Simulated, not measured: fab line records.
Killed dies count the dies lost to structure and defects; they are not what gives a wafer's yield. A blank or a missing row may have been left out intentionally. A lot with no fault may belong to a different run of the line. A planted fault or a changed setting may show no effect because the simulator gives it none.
fab line records -- flow nand_harc -- part 2 of 2: steps 29 to 33 of 33
[record] lots = 5, wafers = 15, last_day = 24
route steps=1159 shown A_CONTACT@910
lots that met no fault: taken from a fault-free run of the same line
start_h: hours from the record's first day to the start of the lot's first wafer shown -- wait_h: hours elapsed since this lot's preceding step -- " unchanged from the row above -- L1.1+2: a row that stands for several wafers -- - value missing, or start not given -- * or withheld: withheld -- < > ~ a bound
route shown NAME@n: NAME is a module with steps in the file, n the number in the route of the first one -- usual: mean and standard deviation over wafers with no fault -- same: alike in all rows -- chamber/n: place in a boat -- sites: each site's reading -- _std_site: the standard deviation of these -- _edge_site: the outer-site mean with the inner-site mean subtracted -- radius_mm: for every site, how far away it sits from the centre of the wafer -- mask NAME#n: copy n -- behind: the most recent tool/chamber to have shaped the wafer -- hold: why the lot was held/for how many hours/how that ended -- device: transistor that didn't switch, given as n, p or np -- end of line: tests of these same wafers at the route's end -- a step given without rows: its recipe and nothing more -- killed: dies lost to structure and defects at the first sort, not the wafer's yield -- map: a wafer's dies, x killed, . not, _ none there
set.NAME: setting as actually run; set.NAME@STEP: the setting as run at that earlier step -- model.NAME: the simulator's own value behind a step, which no gauge read
lots at some steps of the route; a table a step, a row a wafer
services: from which hour (start_h, from the record's first day; less than 0 if before it) a tool's chamber was out of use, for how many hours, and why
[[steps]]
[step NHARC_A_CONTACT_DESCUM_13]
[recipe] time_s = 3, o2_flow_sccm = 200, ar_flow_sccm = 0, bias_power_w = 0, chemistry = O2
[usual] drypump_motor_current_A = 5.8/0.31, oes_product_au = 0.998/0.0094, rf_vpp_V = 57.7/0.95, showerhead_plenum_p_Torr = 1.90/0.1, throttle_valve_pct = 11.310/0.0095
lot.wafer,tool,chamber,start_h,wait_h,drypump_motor_current_A,oes_product_au,rf_hours_counter_h,rf_vpp_V,showerhead_plenum_p_Torr,throttle_valve_pct
L078.1,rie_diel-09,3,427.81,0.1,6.1,0.991,33,57.3,1.94,11.312
L078.6,rie_diel-09,3,427.81,0.1,6.1,1.000,-,58.3,1.94,11.304
L078.5,rie_diel-09,0,427.81,0.1,5.8,0.992,-,57.4,1.81,11.306
L081.3,rie_diel-09,1,430.28,0.1,5.5,1.003,29,56.9,1.80,11.321
L081.1,rie_diel-09,2,430.28,0.1,6.0,0.978,31,57.0,1.76,11.298
L081.6,rie_diel-09,0,430.28,0.1,5.8,0.993,-,58.6,1.81,11.309
L088.1,rie_diel-03,2,455.77,0.1,5.9,1.013,21,59.0,1.97,11.306
L088.2,rie_diel-03,3,455.77,0.1,5.7,1.023,21,57.7,1.81,11.292
L088.3,rie_diel-03,0,455.77,0.1,5.9,0.988,22,56.3,1.89,11.301
L086.3,rie_diel-02,2,467.55,0.1,5.7,1.006,49,57.7,1.84,11.313
L086.2,rie_diel-02,0,467.55,0.1,6.3,0.999,49,56.9,1.84,11.313
L086.6,rie_diel-02,2,467.55,0.1,5.6,1.010,-,56.0,1.84,11.306
L095.1,rie_diel-09,0,508.70,0.1,5.7,1.001,13,56.5,1.81,11.305
L095.4,rie_diel-09,1,508.70,0.1,5.5,0.995,13,55.7,1.80,11.324
L095.2,rie_diel-09,2,508.70,0.1,6.0,1.004,12,57.3,2.07,11.319
[step NHARC_A_CONTACT_ETCH_88]
[recipe] target_depth_a = 390, over_etch_frac = 0.3, time_s = 65, ion_energy_ev = 80, cf4_flow_sccm = 150, ar_flow_sccm = 0, rf_w = 300, bias_w = 100, chemistry = CF4
[usual] drypump_motor_current_A = 5.8/0.31, oes_product_au = 1.000/0.0094, rf_vpp_V = 151.1/1.5, showerhead_plenum_p_Torr = 1.76/0.09, throttle_valve_pct = 13.284/0.0097
lot.wafer,tool,chamber,start_h,wait_h,drypump_motor_current_A,oes_product_au,rf_hours_counter_h,rf_vpp_V,showerhead_plenum_p_Torr,throttle_valve_pct
L078.1,rie_diel-09,2,427.90,0.1,6.0,0.976,30,149.8,1.64,13.295
L078.5,rie_diel-09,1,427.90,0.1,5.5,1.009,-,150.6,1.67,13.284
L078.6,rie_diel-09,2,427.90,0.1,6.0,0.977,-,150.4,1.64,13.289
L081.3,rie_diel-09,3,430.36,0.1,6.1,1.018,34,151.9,1.79,13.284
L081.1,rie_diel-09,1,430.36,0.1,5.5,1.002,29,149.9,1.67,13.269
L081.6,rie_diel-09,2,430.36,0.1,6.0,0.981,-,149.9,1.64,13.280
L088.2,rie_diel-03,3,455.85,0.1,5.7,1.005,21,151.3,1.68,13.301
L088.3,rie_diel-03,0,455.85,0.1,5.9,0.986,22,150.3,1.75,13.285
L088.1,rie_diel-03,1,455.85,0.1,5.6,0.996,22,151.5,1.76,13.273
L086.2,rie_diel-02,2,467.65,0.1,5.7,1.010,49,150.7,1.71,13.277
L086.3,rie_diel-02,3,467.65,0.1,6.5,1.000,48,154.4,1.89,13.289
L086.6,rie_diel-02,3,467.65,0.1,6.4,0.999,-,152.8,1.89,13.282
L095.4,rie_diel-09,3,508.82,0.1,6.1,0.999,12,151.5,1.79,13.261
L095.1,rie_diel-09,0,508.82,0.1,5.8,0.994,13,149.0,1.68,13.289
L095.2,rie_diel-09,1,508.82,0.1,5.5,0.994,13,149.1,1.67,13.289
[step NHARC_A_CONTACT_ETCH_89]
[recipe] target_depth_a = 2600, over_etch_frac = 0.3, time_s = 475.3, ion_energy_ev = 200, n2_flow_sccm = 150, h2_flow_sccm = 150, ar_flow_sccm = 0, rf_w = 400, bias_w = 150, chemistry = N2/H2
[usual] drypump_motor_current_A = 5.9/0.31, oes_product_au = 1.000/0.0079, rf_vpp_V = 430/3.2, showerhead_plenum_p_Torr = 2.02/0.11, throttle_valve_pct = 14.171/0.0091
lot.wafer,tool,chamber,start_h,wait_h,drypump_motor_current_A,oes_product_au,rf_hours_counter_h,rf_vpp_V,showerhead_plenum_p_Torr,throttle_valve_pct
L078.1,rie_diel-09,2,-,-,6.0,0.985,30,425,1.88,14.180
L078.6,rie_diel-09,2,-,-,6.0,0.985,-,425,1.88,14.166
L078.5,rie_diel-09,3,-,-,6.1,1.008,-,431,2.07,14.176
L081.1,rie_diel-09,3,-,-,6.1,1.009,34,430,2.07,14.175
L081.3,rie_diel-09,1,-,-,5.5,0.997,29,427,1.92,14.178
L081.6,rie_diel-09,0,-,-,5.8,0.988,-,428,1.93,14.173
L088.2,rie_diel-03,3,-,-,5.7,1.010,21,426,1.93,14.180
L088.3,rie_diel-03,0,-,-,5.9,0.989,22,430,2.02,14.169
L088.1,rie_diel-03,1,-,-,5.6,0.981,22,430,2.04,14.159
L086.3,rie_diel-02,3,-,-,6.5,1.001,48,434,2.20,14.177
L086.2,rie_diel-02,0,-,-,6.3,0.999,49,429,1.96,14.164
L086.6,rie_diel-02,0,-,-,6.3,1.004,-,428,1.96,14.173
L095.1,rie_diel-09,0,-,-,5.8,0.996,13,428,1.92,14.153
L095.4,rie_diel-09,1,-,-,5.5,0.993,13,427,1.91,14.183
L095.2,rie_diel-09,2,-,-,6.0,0.987,12,435,2.21,14.176
[step NHARC_A_CONTACT_ETCH_30]
[recipe] target_depth_a = 605, time_s = 30.2, cf4_flow_sccm = 100, chf3_flow_sccm = 30, ar_flow_sccm = 0, rf_w = 500, bias_w = 200, chemistry = CF4/CHF3
[usual] drypump_motor_current_A = 5.8/0.31, oes_product_au = 0.943/0.023, rf_vpp_V = 370.0/2.6, showerhead_plenum_p_Torr = 1.56/0.078, throttle_valve_pct = 16.802/0.0095
lot.wafer,tool,chamber,start_h,wait_h,drypump_motor_current_A,oes_product_au,rf_hours_counter_h,rf_vpp_V,showerhead_plenum_p_Torr,throttle_valve_pct
L078.1,rie_diel-09,0,-,-,5.8,0.923,31,368.5,1.49,16.804
L078.5,rie_diel-09,1,-,-,5.5,0.930,-,366.1,1.49,16.798
L078.6,rie_diel-09,2,-,-,6.0,0.909,-,366.7,1.46,16.796
L081.3,rie_diel-09,3,-,-,6.1,0.928,35,371.0,1.59,16.804
L081.1,rie_diel-09,0,-,-,5.8,0.924,32,368.6,1.49,16.791
L081.6,rie_diel-09,1,-,-,5.5,0.944,-,366.0,1.49,16.795
L088.1,rie_diel-03,0,-,-,5.9,0.940,22,370.3,1.56,16.803
L088.3,rie_diel-03,1,-,-,5.6,0.945,22,372.0,1.57,16.789
L088.2,rie_diel-03,2,-,-,5.9,0.950,22,372.0,1.62,16.795
L086.3,rie_diel-02,2,-,-,5.6,0.923,49,369.2,1.52,16.802
L086.2,rie_diel-02,0,-,-,6.3,0.924,49,368.6,1.51,16.808
L086.6,rie_diel-02,0,-,-,6.3,0.916,-,368.2,1.51,16.785
L095.1,rie_diel-09,2,-,-,6.0,0.944,12,375.6,1.70,16.800
L095.4,rie_diel-09,3,-,-,6.1,0.950,13,371.1,1.59,16.833
L095.2,rie_diel-09,1,-,-,5.5,0.942,13,366.1,1.48,16.789
[step NHARC_A_CONTACT_ETCH_31]
[recipe] target_depth_a = 20000, over_etch_frac = 0.3, time_s = 520, ion_energy_ev = 150, o2_flow_sccm = 400, cos_flow_sccm = 20, ar_flow_sccm = 0, rf_w = 500, bias_w = 300, chemistry = O2/COS
[usual] drypump_motor_current_A = 5.9/0.31, oes_product_au = 0.999/0.0086, rf_vpp_V = 313.6/2.2, showerhead_plenum_p_Torr = 3.09/0.15, throttle_valve_pct = 28.330/0.0099
lot.wafer,tool,chamber,start_h,wait_h,drypump_motor_current_A,oes_product_au,rf_hours_counter_h,rf_vpp_V,showerhead_plenum_p_Torr,throttle_valve_pct
L078.1,rie_diel-09,1,-,-,5.5,1.014,29,311.5,2.95,28.328
L078.6,rie_diel-09,2,-,-,6.0,0.983,-,311.2,2.89,28.333
L078.5,rie_diel-09,3,-,-,6.1,1.002,-,312.6,3.16,28.327
L081.3,rie_diel-09,0,-,-,5.8,0.996,32,311.7,2.96,28.330
L081.1,rie_diel-09,1,-,-,5.5,0.997,29,311.6,2.95,28.346
L081.6,rie_diel-09,1,-,-,5.5,1.000,-,311.8,2.95,28.315
L088.1,rie_diel-03,3,-,-,5.7,1.010,22,312.5,2.97,28.325
L088.2,rie_diel-03,0,-,-,5.9,0.989,23,314.2,3.09,28.352
L088.3,rie_diel-03,1,-,-,5.6,0.991,22,312.8,3.12,28.333
L086.3,rie_diel-02,0,-,-,6.3,1.011,49,311.2,3.01,28.338
L086.2,rie_diel-02,3,-,-,6.5,1.002,48,318.0,3.35,28.330
L086.6,rie_diel-02,0,-,-,6.3,1.001,-,310.8,3.01,28.326
L095.4,rie_diel-09,2,-,-,6.1,0.994,12,317.8,3.37,28.328
L095.2,rie_diel-09,3,-,-,6.1,0.999,13,314.1,3.15,28.321
L095.1,rie_diel-09,0,-,-,5.8,1.004,13,311.3,2.96,28.329
[[services]]
tool,chamber,start_h,hours,kind
acl_dep-03,-,406.93,13.0,pm
rie_diel-09,0,410.74,-,clean
rie_diel-09,1,410.74,-,clean
rie_diel-09,2,410.74,-,clean
rie_diel-09,3,410.74,-,clean
arfi_scanner-01,-,415.92,1.3,repair
rie_diel-09,1,416.14,3.3,repair
pecvd-01,-,418.00,13.0,pm
arfi_scanner-02,-,428.00,4.0,pm
rie_diel-09,-,431.41,9.0,pm
acl_dep-01,-,440.13,2.3,repair
litho_track-01,-,443.01,7.0,pm
wet_bench-07,-,448.00,8.0,pm
pecvd-01,1,462.62,10.6,repair
litho_track-06,-,467.00,7.0,pm
rie_diel-02,1,467.53,6.4,repair
pecvd-03,-,473.41,13.0,pm
acl_dep-01,-,477.43,13.0,pm
arfi_scanner-03,-,484.01,4.0,pm
rie_diel-03,0,486.63,5.8,repair
pecvd-04,-,486.68,3.1,repair
litho_track-04,-,491.00,7.0,pm
rie_diel-02,-,505.06,9.0,pm
wet_bench-05,-,509.29,26.0,repair
